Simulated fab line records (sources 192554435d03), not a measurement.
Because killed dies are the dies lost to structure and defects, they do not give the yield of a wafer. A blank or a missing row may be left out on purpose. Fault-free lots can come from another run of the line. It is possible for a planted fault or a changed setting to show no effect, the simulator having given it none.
Matching of chambers | flow n5 finfet | N5_FIN_SAQP_DESCUM_21 on rie diel-01: 4 sister chambers
The step chemistry O2, time 7.9 s. 14 wafers are shown with their chamber, then 7 later ones without.

== EACH WAFER AND ITS CHAMBER ==
wafer  | chamber | showerhead plenum p Torr (Torr) | oes product au (a.u.) | throttle valve pct (%)
L074.3 | 1       | 2.17                            | 0.76                  | 20.46
L074.4 | 2       | 2.06                            | 0.71                  | 20.35
L074.5 | 1       | 2.17                            | 0.76                  | 20.46
L076.2 | 0       | 2.06                            | 0.70                  | 20.37
L076.5 | 0       | 2.06                            | 0.70                  | 20.37
L076.6 | 1       | 2.17                            | 0.77                  | 20.45
L080.1 | 2       | 2.05                            | 0.72                  | 20.39
L080.3 | 0       | 2.06                            | 0.69                  | 20.38
L080.5 | 0       | 2.06                            | 0.69                  | 20.40
L082.1 | 1       | 2.17                            | 0.75                  | 20.48
L082.2 | 0       | 2.06                            | 0.68                  | 20.39
L082.6 | 3       | 2.08                            | 0.70                  | 20.32
L087.1 | 3       | 2.08                            | 0.69                  | 20.35
L087.4 | 1       | 2.16                            | 0.74                  | 20.50

SIGNATURES (means of the wafers above)
reading                  | chamber 0 | chamber 1 | chamber 2 | chamber 3 | scatter within a chamber
showerhead plenum p Torr | 2.0600    | 2.1680    | 2.0550    | 2.0800    | 0.00361
oes product au           | 0.6920    | 0.7560    | 0.7150    | 0.6950    | 0.00949
throttle valve pct       | 20.3820   | 20.4700   | 20.3700   | 20.3350   | 0.0188
Rule: for a wafer and a chamber, the distance is found by dividing, reading by reading, the gap between the wafer's reading and the chamber's mean by the reading's scatter, squaring, summing and taking the root. The wafer belongs to the nearest chamber; if the next one is less than 2 further off, it can't be placed. How the scatter is found: for the shown wafers, subtract from each reading the mean of its chamber, square and add these, divide the total by (wafers less chambers), then take the root.

== WAFERS MISSING THEIR CHAMBER ==
wafer  | showerhead plenum p Torr (Torr) | oes product au (a.u.) | throttle valve pct (%)
L087.6 | 2.05                            | 0.70                  | 20.40
L092.2 | 2.05                            | 0.68                  | 20.42
L092.3 | 2.16                            | 0.74                  | 20.51
L092.5 | 2.05                            | 0.70                  | 20.40
L093.3 | 2.08                            | 0.69                  | 20.34
L093.5 | 2.08                            | 0.68                  | 20.37
L093.6 | 2.05                            | 0.70                  | 20.40

== THE CHAMBER EACH PASSED THROUGH ==
wafer  | from the rows above     | in truth
L087.6 | can't be placed: 2 or 0 | 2
L092.2 | can't be placed: 0 or 2 | 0
L092.3 | 1                       | 1
L092.5 | can't be placed: 2 or 0 | 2
L093.3 | 3                       | 3
L093.5 | 3                       | 3
L093.6 | can't be placed: 2 or 0 | 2
Placed correctly: 3 of 7. Not placeable from these rows: 4 (in 4, the candidates include the true chamber). Placed wrongly: 0.
